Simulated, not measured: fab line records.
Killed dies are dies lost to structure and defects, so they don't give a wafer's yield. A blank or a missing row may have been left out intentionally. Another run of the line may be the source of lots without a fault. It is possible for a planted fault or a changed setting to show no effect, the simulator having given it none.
Chamber matching :: flow n5Finfet :: N5_BEOL_M3_VIA_ETCH_34 on rieDiel-02 has 4 sister chambers
The step etches the open film in C4F6/O2, target depth 69.4 nm, time 65.9 s. 18 wafers are shown with their chamber, then 9 later ones without.

WAFERS WITH THEIR CHAMBER
wafer: L074.1
chamber: 3
throttleValvePct (%): 30.62
drypumpMotorCurrentA (A): 6.2
showerheadPlenumPTorr (Torr): 3.00

wafer: L074.3
chamber: 1
throttleValvePct (%): 30.93
drypumpMotorCurrentA (A): 5.7
showerheadPlenumPTorr (Torr): 2.93

wafer: L074.5
chamber: 0
throttleValvePct (%): 31.15
drypumpMotorCurrentA (A): 5.5
showerheadPlenumPTorr (Torr): 2.93

wafer: L081.1
chamber: 0
throttleValvePct (%): 31.16
drypumpMotorCurrentA (A): 5.5
showerheadPlenumPTorr (Torr): 2.93

wafer: L081.4
chamber: 2
throttleValvePct (%): 30.51
drypumpMotorCurrentA (A): 6.2
showerheadPlenumPTorr (Torr): 2.80

wafer: L081.6
chamber: 0
throttleValvePct (%): 31.17
drypumpMotorCurrentA (A): 5.5
showerheadPlenumPTorr (Torr): 2.93

wafer: L087.1
chamber: 3
throttleValvePct (%): 30.65
drypumpMotorCurrentA (A): 6.3
showerheadPlenumPTorr (Torr): 2.99

wafer: L087.4
chamber: 1
throttleValvePct (%): 30.93
drypumpMotorCurrentA (A): 5.7
showerheadPlenumPTorr (Torr): 2.92

wafer: L087.5
chamber: 3
throttleValvePct (%): 30.66
drypumpMotorCurrentA (A): 6.2
showerheadPlenumPTorr (Torr): 2.99

wafer: L086.1
chamber: 3
throttleValvePct (%): 30.65
drypumpMotorCurrentA (A): 6.3
showerheadPlenumPTorr (Torr): 2.99

wafer: L086.4
chamber: 1
throttleValvePct (%): 30.92
drypumpMotorCurrentA (A): 5.7
showerheadPlenumPTorr (Torr): 2.92

wafer: L086.5
chamber: 1
throttleValvePct (%): 30.94
drypumpMotorCurrentA (A): 5.7
showerheadPlenumPTorr (Torr): 2.92

wafer: L089.2
chamber: 1
throttleValvePct (%): 30.92
drypumpMotorCurrentA (A): 5.7
showerheadPlenumPTorr (Torr): 2.92

wafer: L089.3
chamber: 3
throttleValvePct (%): 30.68
drypumpMotorCurrentA (A): 6.3
showerheadPlenumPTorr (Torr): 2.98

wafer: L089.5
chamber: 1
throttleValvePct (%): 30.94
drypumpMotorCurrentA (A): 5.7
showerheadPlenumPTorr (Torr): 2.92

wafer: L088.3
chamber: 3
throttleValvePct (%): 30.66
drypumpMotorCurrentA (A): 6.3
showerheadPlenumPTorr (Torr): 2.98

wafer: L088.5
chamber: 3
throttleValvePct (%): 30.68
drypumpMotorCurrentA (A): 6.3
showerheadPlenumPTorr (Torr): 2.98

wafer: L088.6
chamber: 0
throttleValvePct (%): 31.16
drypumpMotorCurrentA (A): 5.5
showerheadPlenumPTorr (Torr): 2.92

SIGNATURES (averages over the wafers above)
reading: throttleValvePct
chamber 0: 31.1600
chamber 1: 30.9300
chamber 2: 30.5100
chamber 3: 30.6571
scatter within a chamber: 0.015

reading: drypumpMotorCurrentA
chamber 0: 5.500
chamber 1: 5.700
chamber 2: 6.200
chamber 3: 6.271
scatter within a chamber: 0.0319

reading: showerheadPlenumPTorr
chamber 0: 2.9275
chamber 1: 2.9217
chamber 2: 2.8000
chamber 3: 2.9871
scatter within a chamber: 0.00598
Rule: distance of a wafer from a chamber = root of the sum over the readings of ((wafer's reading minus chamber's mean) / reading's scatter) squared. If the next closest chamber is less than 2 further off than the closest, the wafer can't be placed; otherwise it belongs to the closest. How the scatter is found: for the shown wafers, subtract from each reading the mean of its chamber, square and add these, divide the total by (wafers less chambers), then take the root.

WAFERS WITHOUT THEIR CHAMBER
wafer: L091.1
throttleValvePct (%): 30.66
drypumpMotorCurrentA (A): 6.3
showerheadPlenumPTorr (Torr): 2.98

wafer: L091.4
throttleValvePct (%): 30.54
drypumpMotorCurrentA (A): 6.2
showerheadPlenumPTorr (Torr): 2.79

wafer: L091.6
throttleValvePct (%): 31.19
drypumpMotorCurrentA (A): 5.4
showerheadPlenumPTorr (Torr): 2.92

wafer: L093.1
throttleValvePct (%): 30.54
drypumpMotorCurrentA (A): 6.2
showerheadPlenumPTorr (Torr): 2.79

wafer: L093.3
throttleValvePct (%): 30.94
drypumpMotorCurrentA (A): 5.7
showerheadPlenumPTorr (Torr): 2.92

wafer: L093.5
throttleValvePct (%): 30.67
drypumpMotorCurrentA (A): 6.3
showerheadPlenumPTorr (Torr): 2.98

wafer: L097.1
throttleValvePct (%): 31.19
drypumpMotorCurrentA (A): 5.5
showerheadPlenumPTorr (Torr): 2.91

wafer: L097.3
throttleValvePct (%): 30.54
drypumpMotorCurrentA (A): 6.2
showerheadPlenumPTorr (Torr): 2.79

wafer: L097.4
throttleValvePct (%): 30.95
drypumpMotorCurrentA (A): 5.7
showerheadPlenumPTorr (Torr): 2.91

WHICH CHAMBER EACH ONE RAN IN
wafer: L091.1
from the rows above: 3
in truth: 3

wafer: L091.4
from the rows above: 2
in truth: 2

wafer: L091.6
from the rows above: 0
in truth: 0

wafer: L093.1
from the rows above: 2
in truth: 2

wafer: L093.3
from the rows above: 1
in truth: 1

wafer: L093.5
from the rows above: 3
in truth: 3

wafer: L097.1
from the rows above: 0
in truth: 0

wafer: L097.3
from the rows above: 2
in truth: 2

wafer: L097.4
from the rows above: 1
in truth: 1
Correct placement for 9 of the 9. Left unplaced by these rows: 0. 0 placed wrongly.
